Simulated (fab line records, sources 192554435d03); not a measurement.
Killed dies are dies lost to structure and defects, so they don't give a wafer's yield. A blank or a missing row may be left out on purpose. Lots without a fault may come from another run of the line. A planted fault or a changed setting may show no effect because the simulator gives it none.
fab line records | flow n5_finfet
record lots=4 wafers=12 last_day=19
route steps=1938 shown BEOL_M2@921 BEOL_M3@931 BEOL_M4@1111 PASSIVATION@1936
lots that met no fault: from a run of the same line without faults
start_h: hours from the record's first day to the start of the lot's first wafer shown | wait_h: hours since the lot's step before | " the same as in the row above | L1.1+2: a row that stands for several wafers | - no value, or no start given | * or withheld: withheld | < > ~ a bound
route shown NAME@n: a module of which the file shows steps, and the number in the route of the first | usual: mean/standard deviation of fault-free wafers | same: alike in all rows | chamber/n: place in a boat | sites: the reading at each site | _std_site: their standard deviation | _edge_site: outer sites' mean less inner sites' | radius_mm: how far each site lies from the wafer's centre | mask NAME#n: copy n | behind: the tool/chamber that last shaped the wafer | hold: why the lot was held/for how many hours/how that ended | device: the transistor (n, p or np) that didn't switch | end of line: the same wafers' tests at the end of the route | a step without rows: its recipe alone | killed: dies lost to structure and defects at the first sort, not the wafer's yield | map: a wafer's dies, x killed, . not, _ none there
set.NAME: the setting as run; set.NAME@STEP: as run at that earlier step | model.NAME: the simulator's own value behind a step, which no gauge read
lots at some steps of the route; a table a step, a row a wafer
services: from which hour (start_h, from the record's first day; less than 0 if before it) a tool's chamber was out of use, for how many hours, and why
## steps
# step N5_BEOL_M2_ECD_50
# recipe material=Cu target_thk_a=3000
# step N5_BEOL_M2_ANNEAL_51
# recipe temp_c=225 time_s=90 ambient=N2
# step N5_BEOL_M2_CMP_52
# recipe stop_on=SiOC t_overpolish_s=6.8 down_force_psi=1 platen_rpm=50 clearing_platen_down_force_psi=1.5 clearing_platen_rpm=50 post_cmp_clean=cu_alkaline target_thk_nm=40 clearing_platen_pad_velocity_m_s=0.99484 pad_velocity_m_s=0.99484
# step N5_BEOL_M2_PRE_CLEAN_60
# recipe gas=NH3/H2 time_s=15 temp_c=* rf_power_w=300
# step N5_BEOL_M2_CO_CAP_55
# recipe material=Co target_thk_a=20 temp_c=200 precursor=CCTBA/H2 pressure_torr=30 time_s=102.1
# step N5_BEOL_M2_PRE_CLEAN_56
# recipe gas=NH3 time_s=15 temp_c=withheld rf_power_w=300
# step N5_BEOL_M2_DEP_57
# recipe material=SiCN target_thk_a=80 temp_c=withheld precursor=3MS/NH3 pressure_torr=3 rf_w=202 time_s=14
# step N5_BEOL_M3_ILD_DEP_00
# recipe material=SiOC target_thk_a=790 temp_c=350 precursor=DEMS/O2 pressure_torr=5 rf_w=500 time_s=15.3
# step N5_BEOL_M3_PECVD_72
# recipe material=SiO2 target_thk_a=160 temp_c=400 precursor=TEOS/O2 pressure_torr=5.5 rf_w=450 teos_flow_sccm=53.8 gas=O2 flow_sccm=3000 time_s=18
# usual heater_power_outer_w=448/86 heater_power_w=728/110 showerhead_plenum_p_Torr=8.81/0.087 throttle_valve_pct=22.3/1.2
# columns lot.wafer tool chamber start_h wait_h heater_power_outer_w heater_power_w showerhead_plenum_p_Torr throttle_valve_pct model.SiO2_of_BEOL_M3_PECVD_72.thk_nm
L404.1 pecvd-04 1 246.15 0.0 425 706 8.67 21.3 16
L404.5 " 0 " " 466 733 8.84 23.2 16.4
L404.6 " 1 " " 426 730 8.69 21.3 16.2
L407.2 pecvd-04 0 269.35 0.0 430 694 8.85 23.5 16
L407.4 " 0 " " 424 682 8.83 23.3 12.8
L407.5 " 2 " " 641 940 8.85 21.7 16.4
L410.3 pecvd-04 0 269.84 0.0 428 707 8.83 23.1 15.8
L410.4 " 1 " " 446 726 8.67 21.4 12.4
L410.5 " 2 " " 642 915 8.86 21.5 16.2
L413.3 pecvd-02 0 295.07 0.0 321 569 8.82 23.0 16
L413.4 " 0 " " 323 533 8.83 23.3 16.2
L413.6 " 1 " " 475 754 8.69 21.3 16.2
# step N5_BEOL_M3_HM_DEP_02
# recipe material=TiN target_thk_a=200 temp_c=25 chamber_pressure_pa=0.49996
# step N5_BEOL_M3_COAT_61
# recipe resist=SOC temp_c=250 time_s=60 spin_rpm=1500 resist_thk_nm=60
# step N5_BEOL_M3_COAT_62
# recipe resist=SiARC temp_c=220 time_s=60 spin_rpm=1500 resist_thk_nm=12
# step N5_BEOL_M3_COAT_73
# recipe resist=underlayer temp_c=205 time_s=60 spin_rpm=1500 resist_thk_nm=5
# step N5_BEOL_M3_COAT_05
# recipe resist=CAR-EUV spin_rpm=1500 resist_thk_nm=30
# step N5_BEOL_M3_EBR_07
# recipe solvent=PGMEA ebr_width_mm=1.5
# step N5_BEOL_M3_SOFTBAKE_06
# recipe temp_c=110 time_s=60 resist=CAR-EUV
# step N5_BEOL_M3_EXPOSE_08
# recipe mask_id=M3 na=0.33 source_shape=dipole sigma_inner=0.369 sigma_outer=0.767 polarization=unpolarized dose_mj=33
# step N5_BEOL_M3_PEB_09
# recipe peb_temp_c=100 peb_time_s=60 resist=CAR-EUV
# step N5_BEOL_M3_DEVELOP_10
# recipe develop_time_s=30 developer=TMAH resist=CAR-EUV rinse_liquid=surfactant_rinse dry=air_spin dev_temp_c=23
# step N5_BEOL_M3_DESCUM_16
# recipe chemistry=O2 time_s=7 source_power_w=50 bias_power_w=20 pressure_mtorr=20 rf_frequency_hz=2.712e+07 temp_c=40 resist=CAR-EUV o2_flow_sccm=225
# step N5_BEOL_M3_ETCH_74
# recipe chemistry=N2/H2 target=underlayer target_depth_a=65 mask_material=CAR-EUV time_s=5.2 ion_energy_ev=200 pressure_mtorr=30 source_w=840 bias_w=150 n2_flow_sccm=200 h2_flow_sccm=200 ends=cleared
# step N5_BEOL_M3_ETCH_63
# recipe chemistry=CF4 target=SiARC target_depth_a=156 mask_material=CAR-EUV time_s=26 ion_energy_ev=80 pressure_mtorr=40 source_w=545 bias_w=36 Ar_flow_sccm=100 cf4_flow_sccm=100 ends=cleared
# step N5_BEOL_M3_ETCH_64
# recipe chemistry=N2/H2 target=SOC target_depth_a=750 overetch_a=150 mask_material=SiARC temp_c=40 time_s=112.5 ion_energy_ev=200 pressure_mtorr=30 source_w=840 bias_w=150 n2_flow_sccm=200 h2_flow_sccm=200
# step N5_BEOL_M3_STRIP_65
# recipe chemistry=N2/H2 temp_c=40 n2_flow_sccm=200 h2_flow_sccm=200 rf_frequency_hz=6e+07
# step N5_BEOL_M3_STRIP_75
# recipe chemistry=N2/H2 temp_c=40 n2_flow_sccm=200 h2_flow_sccm=200 rf_frequency_hz=6e+07
# step N5_BEOL_M3_STRIP_66
# recipe chemistry=CF4 resist=SiARC power_w=300 bias_power_w=75 pressure_mtorr=50 cf4_flow_sccm=150 rf_frequency_hz=6e+07
# step N5_BEOL_M3_HM_OPEN_17
# recipe chemistry=Cl2/BCl3 target_depth_a=200 overetch_a=60 target=TiN mask_material=SOC ion_energy_ev=150 pressure_mtorr=10 icp_w=1000 bias_w=126 Cl2_flow_sccm=53.25 bcl3_flow_sccm=21.75 Ar_flow_sccm=25
# step N5_BEOL_M3_STRIP_19
# recipe chemistry=O2 power_w=400 temp_c=40 pressure_mtorr=30 rf_frequency_hz=6e+07 bias_power_w=0 overash_fraction=0.2 o2_flow_sccm=225
# step N5_BEOL_M3_COAT_67
# recipe resist=SOC temp_c=250 time_s=60 spin_rpm=1500 resist_thk_nm=60
# step N5_BEOL_M3_COAT_68
# recipe resist=SiARC temp_c=220 time_s=60 spin_rpm=1500 resist_thk_nm=12
# step N5_BEOL_M3_COAT_76
# recipe resist=underlayer temp_c=205 time_s=60 spin_rpm=1500 resist_thk_nm=5
# step N5_BEOL_M3_COAT_22
# recipe resist=CAR-EUV spin_rpm=1500 resist_thk_nm=30
# step N5_BEOL_M3_EBR_24
# recipe solvent=PGMEA ebr_width_mm=1.5
# step N5_BEOL_M3_SOFTBAKE_23
# recipe temp_c=110 time_s=60 resist=CAR-EUV
# step N5_BEOL_M3_HM_STRIP_39
# recipe chemistry=peroxide_tin_strip material=TiN target_depth_a=250 temp_c=50 time_s=158
# columns lot.wafer tool chamber start_h wait_h model.SiO2_of_BEOL_M3_PECVD_72.thk_nm
L404.1+6 wet_bench-06 1,4 251.69 0.0 16
L404.5 " 6 " " 16.2
L407.2 wet_bench-03 4 287.31 0.0 15.8
L407.4 " 6 " " 12.6
L407.5 " 0 " " 16.4
L410.3 wet_bench-06 2 291.78 0.0 15.6
L410.4 " 0 " " 12.2
L410.5 " 1 " " 16
L413.3 wet_bench-05 2 303.82 0.0 15.8
L413.4+6 " 6,1 " " 16
# step N5_BEOL_M3_CMP_52
# recipe stop_on=SiOC t_overpolish_s=6.8 down_force_psi=1 platen_rpm=50 clearing_platen_down_force_psi=1.5 clearing_platen_rpm=50 post_cmp_clean=cu_alkaline target_thk_nm=40 clearing_platen_pad_velocity_m_s=0.99484 pad_velocity_m_s=0.99484
# usual barrier_field_endpoint_s=24.9/0.65 motor_current_A=6.0/0.39 retaining_ring_pressure_frac=1.000/0.0045
# columns lot.wafer tool chamber start_h wait_h barrier_field_endpoint_s motor_current_A retaining_ring_pressure_frac
L404.1 cmp-01 3 256.49 0.4 26.2 5.7 1.000
L404.5 " 0 " " 25.3 5.8 1.005
L404.6 " 1 " " 25.3 6.0 0.996
L407.4 cmp-04 1 291.44 0.2 19.6 6.2 0.997
L407.2 " 2 " " 23.0 6.3 1.003
L407.5 " 2 " " 24.7 6.5 0.995
L410.3 cmp-04 2 294.82 0.2 25.0 6.4 1.006
L410.4 " 1 " " 19.9 6.1 1.001
L410.5 " 3 " " 24.2 6.1 0.995
L413.3 cmp-03 1 308.59 0.2 24.6 5.7 0.997
L413.4 " 3 " " 25.4 5.6 1.000
L413.6 " 1 " " 25.0 6.1 1.001
# step N5_BEOL_M4_RC_MEAS_101
# usual DIBL_N=35.8/1.7 DIBL_P=35.3/2 IOFF_N=0.150/0.026 IOFF_P=0.194/0.029 ION_N=667/11 ION_P=456/7.1 SS_N=71.4/0.65 SS_P=73.1/0.64 VT_N=251/3 VT_P=-252/3.2
# columns lot.wafer tool chamber start_h wait_h DIBL_N[mV/V] DIBL_P[mV/V] IOFF_N[nA/um] IOFF_P[nA/um] ION_N[uA/um] ION_P[uA/um] SS_N[mV/dec] SS_P[mV/dec] VT_N[mV] VT_P[mV]
L404.1 prober-02 0 286.57 0.0 37.1 38.5 0.168 0.261 674 459 71.4 73.6 250 -246
L404.5 " 0 " " 35.1 35.9 0.134 0.216 669 465 70.6 73.1 252 -247
L404.6 " 0 " " 35.1 34.1 0.126 0.182 656 449 70.7 72.2 253 -250
L407.2 prober-01 0 317.83 0.2 37.3 35.9 0.184 0.223 687 468 71.8 73.1 247 -251
L407.4 " 0 " " 38.2 34.3 0.182 0.198 672 448 72.7 73.5 250 -253
L407.5 " 0 " " 39.5 36.2 0.226 0.231 674 453 72.9 73.8 246 -248
L410.3 prober-01 0 328.23 0.5 39.4 37.0 0.190 0.205 678 460 71.7 73.9 249 -251
L410.4 " 0 " " 36.6 35.6 0.147 0.191 652 451 70.9 72.9 251 -254
L410.5 " 0 " " 35.1 33.1 0.126 0.163 663 454 71.0 72.5 253 -252
L413.3 prober-01 0 339.03 0.3 36.4 35.4 0.173 0.183 660 446 72.2 73.2 248 -255
L413.4 " 0 " " 35.1 34.1 0.147 0.167 669 450 71.7 72.8 251 -254
L413.6 " 0 " " 33.0 31.0 0.116 0.135 646 443 71.0 71.7 253 -257
# step N5_PASSIVATION_PROBE_49
# usual defect_limited_yield=91.5/1.4 killed_at_M0_to_M3=34/11 killed_at_M4_up=15/6 killed_at_contacts=11/5.9 killed_at_front_end=37/11 killed_at_other=3.6/2.9 killed_dies=101/17 killed_open=66/12 killed_short=33/7.8 sort_bin_5_function=5.0/0.97 sort_bin_6_memory=3.2/0.65 sort_bin_8_speed=0.02/0.2 sort_n_pass=1079/17 sort_yield_pct=91.4/1.4
# same gross_dies=1180 killed_at_back_side=0 sort_bin_4_leakage[%]=0
# columns lot.wafer tool chamber start_h wait_h defect_limited_yield[%] killed_at_M0_to_M3 killed_at_M4_up killed_at_contacts killed_at_front_end killed_at_other killed_dies killed_open killed_short sort_bin_5_function[%] sort_bin_6_memory[%] sort_bin_8_speed[%] sort_n_pass sort_yield_pct[%]
L404.1 prober-02 - 401.80 0.0 90.8 27 20 9 45 7 108 70 34 5.3 3.3 0 1072 90.8
L404.5 prober-02 - 402.00 0.2 92.8 34 6 11 30 4 85 50 31 4.7 2.1 0 1095 92.8
L404.6 prober-02 - 402.05 0.3 92.3 39 13 6 32 1 91 59 31 3.6 3.8 0 1089 92.3
# killed by level:class
L404.1 FIN_SAQP:geometric_particle:open=11 BEOL_M4:geometric_particle:open=11 BEOL_M0_SAQP:geometric_particle:short=9 FIN_SAQP:geometric_particle:short=8 MOL_CONTACT_COAG:geometric_particle:open=8 GATE_CUT:geometric_particle:open=6 BEOL_M3:geometric_particle:open=6 BEOL_M0_SAQP:geometric_particle:open=5
L404.5 BEOL_M0_SAQP:geometric_particle:short=10 MOL_CONTACT_COAG:geometric_particle:open=9 FIN_SAQP:geometric_particle:open=7 BEOL_M0_SAQP:geometric_particle:open=6 BEOL_M2:geometric_particle:open=5 STI_FIN_REVEAL:geometric_particle:open=4 GATE_CUT:geometric_particle:short=4 BEOL_M3:geometric_particle:open=4
L404.6 GATE_CUT:geometric_particle:short=7 BEOL_M0_SAQP:geometric_particle:short=7 BEOL_M0_SAQP:geometric_particle:open=7 BEOL_M3:geometric_particle:open=6 BEOL_M4:geometric_particle:open=6 FIN_SAQP:geometric_particle:open=5 MOL_CONTACT_COAG:geometric_particle:open=5 BEOL_M2:geometric_particle:open=5
## services
# columns tool chamber start_h hours kind
cmp-03 - 246.75 0.9 repair
pecvd-04 0 248.19 5.5 scheduled_down
cmp-04 - 254.38 2.5 repair
cmp-01 - 263.67 4.0 pm
pecvd-04 0 263.69 2.1 scheduled_down
cmp-03 - 265.61 2.3 repair
cmp-01 - 267.67 - consumable_replace:conditioner
cmp-01 - 267.67 - consumable_replace:pad
cmp-03 - 273.08 2.2 repair
pecvd-02 0 273.39 5.5 scheduled_down
pecvd-04 2 294.97 5.5 scheduled_down
pecvd-02 - 308.73 1.0 repair
## key
first_sign step=N5_BEOL_M3_CMP_52 reading=barrier_field_endpoint_s direction=down sigmas=8 usual=24.9 struck=19.8
effect none on later readings
model_effect step=N5_BEOL_M3_PECVD_72 value=SiO2_of_BEOL_M3_PECVD_72.thk_nm without=16.1 struck=12.6
model_effect step=N5_BEOL_M3_HM_STRIP_39 value=SiO2_of_BEOL_M3_PECVD_72.thk_nm without=16 struck=12.4
met_at N5_BEOL_M3_PECVD_72
struck_wafers L407.4,L410.4
onset_between 246.15 269.35
fault kind=process_parameter_drift tool=pecvd-04 chamber=- onset_h=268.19 steps=N5_BEOL_M3_PECVD_72 channel=time_s offset=* shape=step end_h=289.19 scope=struck_wafers_only acts_in=* stated=*
